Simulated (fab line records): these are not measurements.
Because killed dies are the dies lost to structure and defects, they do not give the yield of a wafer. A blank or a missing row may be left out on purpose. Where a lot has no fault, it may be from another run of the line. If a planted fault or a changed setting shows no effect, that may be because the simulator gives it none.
Lot-split experiment :: flow n5_finfet :: on a route of 1938 steps: 7 lots, 21 wafers read

== THE SPLIT ==
At N5_MOL_CONTACT_COAG_PECVD_31 (deposits SiO2 from TEOS/O2, target thk 46 nm, time 8.9 s), the setting time_s was moved away from the recipe's 8.9 s on 9 of the 21 wafers read, by -6.0% to +14.9%. The other wafers ran this setting at the recipe's value.

== FROM THE SPLIT TO THE READING: what the file shows between them, 4 steps ==
- N5_MOL_CONTACT_COAG_COAT_75: time 60 s, resist thk 60 nm
- N5_MOL_CONTACT_COAG_COAT_76: time 60 s, resist thk 10 nm
- N5_MOL_CONTACT_COAG_ETCHBACK_135: etches SiO2 in CHF3, target depth 25 nm, time 16.7 s
- N5_MOL_CONTACT_COAG_STRIP_118: strips in CHF3

== THE READING ==
etch.depth_nm (the simulator's own value, which no gauge read), in nm, at N5_MOL_CONTACT_COAG_VIA_ETCH_46 (etches SiO2 in C4F6/O2, target depth 46 nm, overetch 9.2 nm, time 40 s). There is no usual value for it anywhere in the file. Here, 12 wafers ran the recipe; their average is 45.82 nm with a standard deviation of 0.76 nm.

wafer: L080.1
tool, chamber at the split: pecvd-01, 0
time_s as run, s: 8.369
against the recipe: -6.0%
etch.depth_nm, nm: 43.84
against lot-mates on the recipe: -1.47

wafer: L080.2
tool, chamber at the split: pecvd-01, 1
time_s as run, s: 8.9
against the recipe: recipe
etch.depth_nm, nm: 45.31
against lot-mates on the recipe: -

wafer: L080.4
tool, chamber at the split: pecvd-01, 0
time_s as run, s: 8.369
against the recipe: -6.0%
etch.depth_nm, nm: 43.85
against lot-mates on the recipe: -1.46

wafer: L087.1
tool, chamber at the split: pecvd-01, 1
time_s as run, s: 8.474
against the recipe: -4.8%
etch.depth_nm, nm: 43.55
against lot-mates on the recipe: no lot-mate on the recipe

wafer: L087.5
tool, chamber at the split: pecvd-01, 1,2
time_s as run, s: 8.474
against the recipe: -4.8%
etch.depth_nm, nm: 44.35
against lot-mates on the recipe: no lot-mate on the recipe

wafer: L087.6
tool, chamber at the split: pecvd-01, 1,2
time_s as run, s: 8.474
against the recipe: -4.8%
etch.depth_nm, nm: 44.44
against lot-mates on the recipe: no lot-mate on the recipe

wafer: L089.1
tool, chamber at the split: pecvd-03, 1
time_s as run, s: 8.9
against the recipe: recipe
etch.depth_nm, nm: 45.49
against lot-mates on the recipe: -

wafer: L089.3
tool, chamber at the split: pecvd-03, 0
time_s as run, s: 8.9
against the recipe: recipe
etch.depth_nm, nm: 46.46
against lot-mates on the recipe: -

wafer: L089.4
tool, chamber at the split: pecvd-03, 2
time_s as run, s: 9.615
against the recipe: +8.0%
etch.depth_nm, nm: 50.95
against lot-mates on the recipe: +4.98

wafer: L091.1
tool, chamber at the split: pecvd-01, 2
time_s as run, s: 8.9
against the recipe: recipe
etch.depth_nm, nm: 45.25
against lot-mates on the recipe: -

wafer: L091.3
tool, chamber at the split: pecvd-01, 0
time_s as run, s: 10.23
against the recipe: +14.9%
etch.depth_nm, nm: 51.77
against lot-mates on the recipe: +5.97

wafer: L091.5
tool, chamber at the split: pecvd-01, 1
time_s as run, s: 8.9
against the recipe: recipe
etch.depth_nm, nm: 46.35
against lot-mates on the recipe: -

wafer: L092.3
tool, chamber at the split: pecvd-03, 1
time_s as run, s: 8.9
against the recipe: recipe
etch.depth_nm, nm: 45.4
against lot-mates on the recipe: -

wafer: L092.4
tool, chamber at the split: pecvd-03, 2
time_s as run, s: 8.9
against the recipe: recipe
etch.depth_nm, nm: 46.67
against lot-mates on the recipe: -

wafer: L092.5
tool, chamber at the split: pecvd-03, 0
time_s as run, s: 8.9
against the recipe: recipe
etch.depth_nm, nm: 47.39
against lot-mates on the recipe: -

wafer: L093.1
tool, chamber at the split: pecvd-01, 2
time_s as run, s: 9.651
against the recipe: +8.4%
etch.depth_nm, nm: 49.32
against lot-mates on the recipe: +4.50

wafer: L093.2
tool, chamber at the split: pecvd-01, 0
time_s as run, s: 8.9
against the recipe: recipe
etch.depth_nm, nm: 44.82
against lot-mates on the recipe: -

wafer: L093.5
tool, chamber at the split: pecvd-01, 0
time_s as run, s: 9.651
against the recipe: +8.4%
etch.depth_nm, nm: 48.92
against lot-mates on the recipe: +4.10

wafer: L095.2
tool, chamber at the split: pecvd-03, 1
time_s as run, s: 8.9
against the recipe: recipe
etch.depth_nm, nm: 44.81
against lot-mates on the recipe: -

wafer: L095.3
tool, chamber at the split: pecvd-03, 0
time_s as run, s: 8.9
against the recipe: recipe
etch.depth_nm, nm: 45.64
against lot-mates on the recipe: -

wafer: L095.6
tool, chamber at the split: pecvd-03, 0
time_s as run, s: 8.9
against the recipe: recipe
etch.depth_nm, nm: 46.28
against lot-mates on the recipe: -
Rows listing several chambers each stand for several wafers; the file does not say which wafer went through which chamber.

THE FIT
A straight line over all 21 wafers: etch.depth_nm changes by +0.407 nm for each +1% of time_s; r = +0.94; the points scatter about the line by 0.77 nm.
The same after taking each lot's own level away (the mean of its wafers on the recipe; 18 wafers): +0.422 nm for each +1%; r = +0.95; scatter 0.75 nm.
According to that fit, moving time_s by its largest amount changes the reading by 6.3 nm.
The span of the lots' own levels, 44.820 to 46.487 nm, comes to 2.2 times the standard deviation stated above.
Consequently the slope shifts little with the lot-to-lot level, the two slopes agreeing.
Check: +7.07 nm against its lot-mates is what the line predicts for one of the wafers moved furthest among these (+14.9%) when that wafer is left out of the fit. Against them it came out at +5.97 nm.

== FURTHER SPLITS ON THESE WAFERS ==
Note: prior to the reading, these wafers also went through further splits. Each is held against what the fit with the lots' levels taken away leaves over:
other split on the same wafers: N5_GATE_CUT_DESCUM_18 time_s
wafers away from the commonest value: 6
r with etch.depth_nm (lot level and that fit taken away): -0.10

other split on the same wafers: N5_MOL_CONTACT_COAG_ALD_27 time_s
wafers away from the commonest value: 10
r with etch.depth_nm (lot level and that fit taken away): -0.41

== THE WHOLE CHAIN: every reading that the file lists as answering this split, in the file's order ==
step: N5_MOL_CONTACT_COAG_PECVD_31
what it does: deposits SiO2 from TEOS/O2, target thk 46 nm, time 8.9 s
reading: SiO2_of_MOL_CONTACT_COAG_PECVD_31.thk_nm (the simulator's own value, which no gauge read)
change (the file's fit): +0.449 nm for each +1% of the setting
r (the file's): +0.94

step: N5_MOL_CONTACT_COAG_VIA_ETCH_46
what it does: etches SiO2 in C4F6/O2, target depth 46 nm, overetch 9.2 nm, time 40 s
reading: etch.depth_nm (the simulator's own value, which no gauge read)
change (the file's fit): +0.441 nm for each +1% of the setting
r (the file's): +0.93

== THE FILE'S OWN FIT ==
etch.depth_nm changes by +0.441 nm for each +1% of time_s, r = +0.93.
